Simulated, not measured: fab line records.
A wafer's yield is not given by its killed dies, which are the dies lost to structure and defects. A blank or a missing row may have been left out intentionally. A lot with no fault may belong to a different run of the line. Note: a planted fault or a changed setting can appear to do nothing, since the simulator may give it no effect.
Comparing a struck lot with a sound one -- flow nandHarc -- 15 out of 1302 route steps
Sound: these wafers, L651.1, L651.2, L651.6. Struck: wafers L661.1, L661.6. Last of all comes the cause.
At each step with rows: each side's tool, then ch and its chambers, then its first start. Under that, the readings that differ: sound wafers -- struck wafers -- difference of the means -- sigmas: that difference in standard deviations of wafers without a fault.
alike: a reading whose means differ by less than 2 such deviations, as well as words and numbers matching on both sides. not compared: withheld readings; readings where some wafer has no value; bounds like >300 that might hide an equal value; numbers whose values overlap and for which the record gives no deviation.
The two part at a step that has a row with sigmas, a row that says differs or no value, or rows on one side only. When numbers do not overlap yet have no deviation, they are printed without sigmas and do not part them. Lack of a reading on every wafer of one side parts them only where that side has two or more wafers.

first, 1 step without rows for these wafers: NHARC_P_M0_DEVELOP_08 (develop time 35 s).
NHARC_P_M0_CD_MEAS_09: target cd 90 nm.
  sound on cdSem-01 ch 0, day 7 01:35; struck on cdSem-03 ch 0, day 11 06:26
  alike: cdNm
NHARC_P_M0_OVL_MEAS_10: pitch 180 nm.
  sound on overlay-01 at day 7 01:40; struck on overlay-01 at day 11 06:32
  alike: overlayXNm, overlayYNm
NHARC_P_M0_INSPECT_11:
  sound on defectInspect-02 at day 7 01:43; struck on defectInspect-01 at day 11 06:34
  alike: rawDefectCount
NHARC_P_M0_DESCUM_14: chemistry O2, time 3 s.
  sound on rieDiel-12 ch 1,3, day 7 01:47; struck on rieDiel-05 ch 1,3, day 11 06:39
  alike: drypumpMotorCurrentA, oesProductAu, rfVppV, showerheadPlenumPTorr, throttleValvePct
  not compared: rfHoursCounterH
NHARC_P_M0_ETCH_34: etches the open film in N2/H2, target depth 40 nm, overetch 12 nm, time 43.94 s.
  sound on rieDiel-12 ch 0,1, day 7 01:53; struck on rieDiel-05 ch 1, day 11 06:43
reading,sound,struck,difference,sigmas
rfVppV (V),429.3 426.8 427.3,433.5 435.0,+6.4,+2
  alike: drypumpMotorCurrentA, oesProductAu, rfFwdPowerW, showerheadPlenumPTorr, throttleValvePct
  not compared: rfHoursCounterH
then, 1 step without rows for these wafers: NHARC_P_M0_ETCH_15 (etches the open film in C4F8/Ar, target depth 150 nm, overetch 15 nm, time 82.5 s).
NHARC_P_M0_CD_MEAS_16:
  sound on cdSem-02 at day 7 02:07; struck on cdSem-03 at day 11 06:56
  alike: cdNm
NHARC_P_M0_STRIP_18: strips in N2/H2.
  sound on rieDiel-05 ch 0,1,2, day 7 02:14; struck on rieDiel-05 ch 0, day 11 07:02
  alike: drypumpMotorCurrentA, oesProductAu, rfFwdPowerW, rfVppV, showerheadPlenumPTorr, throttleValvePct
  not compared: rfHoursCounterH
then, 1 step without rows for these wafers: NHARC_P_M0_STRIP_19 (strips in post etch residue remover, time 600 s).
NHARC_P_M0_DEGAS_28: time 60 s.
  sound on pvdSputter-03 at day 7 02:44; struck on pvdSputter-02 at day 11 07:32
  alike: heaterPowerW
NHARC_P_M0_PRE_CLEAN_29: time 30 s.
  sound on pvdSputter-03; struck on pvdSputter-02
  alike: heaterPowerW
NHARC_P_M0_PVD_20: deposits TaN, target thk 5 nm, time 8.06 s.
  sound on pvdSputter-03 at day 7 02:52; struck on pvdSputter-02 at day 11 07:41
reading,sound,struck,difference,sigmas
timeS (s),8.06 8.06 8.06,8.3627 8.3627,+0.3027,
  alike: throttleValvePct
then, 1 step without rows for these wafers: NHARC_P_M0_PVD_21 (deposits Cu, target thk 30 nm, time 20.49 s).
-- break in the record here, with 18 days between the starts of the struck wafers on either side (left off in module P_M0, picked up again in module END, where the first step shown is number 1302 on the route) --
NHARC_END_SORT_01:
  sound on prober-01 ch 0, day 26 11:56; struck on prober-02 ch 0, day 29 11:46
reading,sound,struck,difference,sigmas
defectLimitedYield (%),94.7 94.8 95.3,87.3 89.5,-6.5,-2
killedAtArray,31 32 29,75 59,+36,+2
killedAtOther,1 1 0,4 5,+4,+3
killedDies,36 35 32,86 71,+44,+2
sort_bin_4_pct (%),3.4 2.5 2.7,8.0 6.9,+4.6,+3
sortNPass,641 642 645,591 606,-44,-2
sortYieldPct (%),94.7 94.8 95.3,87.3 89.5,-6.5,-2
  alike: killedAtPeriphery, killedOpen, killedShort, sort_bin_2_pct, sort_bin_3_pct, sortRimYieldPct

== WHERE THEY PART ==
First at NHARC_P_M0_ETCH_34; last, within this record, at NHARC_END_SORT_01.

WHY: the cause the simulator had injected
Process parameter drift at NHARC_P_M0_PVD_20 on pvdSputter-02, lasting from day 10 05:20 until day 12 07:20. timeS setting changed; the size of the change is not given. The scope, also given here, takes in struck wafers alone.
